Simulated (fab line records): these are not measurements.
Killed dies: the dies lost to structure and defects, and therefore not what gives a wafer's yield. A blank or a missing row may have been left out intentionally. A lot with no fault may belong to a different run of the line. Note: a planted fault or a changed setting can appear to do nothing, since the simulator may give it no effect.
8D (eight disciplines) problem report, filled in by code ; flow n5Finfet ; the parts of the form that need people (team, actions taken, sign-off) are left out

1. WHAT WENT WRONG
spinSpeedRpm at N5_BEOL_M15_COAT_56 reads a mean of 1297.2 rpm on 6 wafers of 2 lots; wafers without a fault read 1500.1 rpm with a standard deviation of 0.92. That is -99 or more standard deviations from the usual mean.
The step: time 60 s, resist thk 550 nm.
First seen on wafer L489.2, day 16 14:14, on lithoTrack-04. Wafers with a number at this step in the record: 18, from 6 lots. By rule, "out" or "out of limits" means more than 4 standard deviations away from the usual mean. The other wafers with a number count as sound.

2. WHAT IT IS AND WHAT IT IS NOT
question;is;is not
which readings at this step;spinSpeedRpm;-
which lots;L489, L492;L476, L479, L484, L494
which wafers of those lots;all that have a number;-
read on which tools;lithoTrack-04;lithoTrack-02, lithoTrack-05
when;from day 16 14:14;"up to then (9 sound wafers); but 3 sound wafers of L494 came after"

3. SUSPECTS, AND WHAT RULES EACH OUT
Counting: a tool at any process step up to the reading remains a suspect when it ran all the lots that are out and ran no sound lot after the first of those.
- rieDiel-01 at N5_BEOL_M15_DESCUM_15 (chemistry O2, time 7.9 s): ruled out as a lasting fault. Following L489 (day 16 13:42), the first lot on it that is out, the sound lots L494 were run on it.
- rieDiel-01 at N5_BEOL_M15_ETCH_59 (etches BARC in N2/H2, target depth 89 nm, overetch 26.7 nm, time 67.9 s): ruled out as a lasting fault. Following L489 (day 16 13:44), the first lot on it that is out, the sound lots L494 were run on it.
- rieDiel-01 at N5_BEOL_M15_VIA_ETCH_16 (etches SiO2 in C4F8/O2/Ar, target depth 1792.2 nm): ruled out as a lasting fault. Following L489 (day 16 13:47), the first lot on it that is out, the sound lots L494 were run on it.
- rieDiel-01 at N5_BEOL_M15_STRIP_63 (strips in O2): ruled out as a lasting fault. Following L489 (day 16 14:12), the first lot on it that is out, the sound lots L494 were run on it. N5_BEOL_M15_STRIP_63: start missing for some lots; hours and lot order therefore follow N5_BEOL_M15_CD_MEAS_17.
- rieDiel-01 at N5_BEOL_M15_STRIP_64 (strips in O2): ruled out as a lasting fault. Following L489 (day 16 14:12), the first lot on it that is out, the sound lots L494 were run on it. N5_BEOL_M15_STRIP_64: start missing for some lots; hours and lot order therefore follow N5_BEOL_M15_CD_MEAS_17.
- lithoTrack-04 at N5_BEOL_M15_COAT_56 (time 60 s, resist thk 550 nm): kept. All lots that are out passed through it, beginning with L489 at day 16 14:14, and no sound lot followed; its final sound lot before that point was L484 at day 15 08:22. On those wafers its own readings are out: spinSpeedRpm.
Remaining after the count: lithoTrack-04 at N5_BEOL_M15_COAT_56.

4. THE CAUSE (what the simulator had put in)
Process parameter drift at N5_BEOL_M15_COAT_56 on lithoTrack-04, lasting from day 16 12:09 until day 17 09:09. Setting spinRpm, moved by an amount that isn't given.
This tool alone remained once counting was done.

5. THE EFFECT CHAIN, in route order
Each row: a reading where the mean over the struck wafers with a number is more than 3 standard deviations away from the usual. Readings are gone through only where the record gives a usual standard deviation; hours: the median, over the lots, of the time from a lot's start at the first step in this table giving one to that lot's start at this step; sigmas: the change measured in usual standard deviations.
hours;step;reading;usual;on struck wafers;change;sigmas
0;N5_BEOL_M15_COAT_56;spinSpeedRpm;1500.1 rpm;1297.2;-202.9;-99 or more
Here are the process steps it includes:
- N5_BEOL_M15_COAT_56: time 60 s, resist thk 550 nm.

6. WHAT WOULD HAVE CAUGHT IT SOONER
First out-of-limits reading in this record: day 16 14:14, which is 2 hours after fault onset at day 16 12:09.
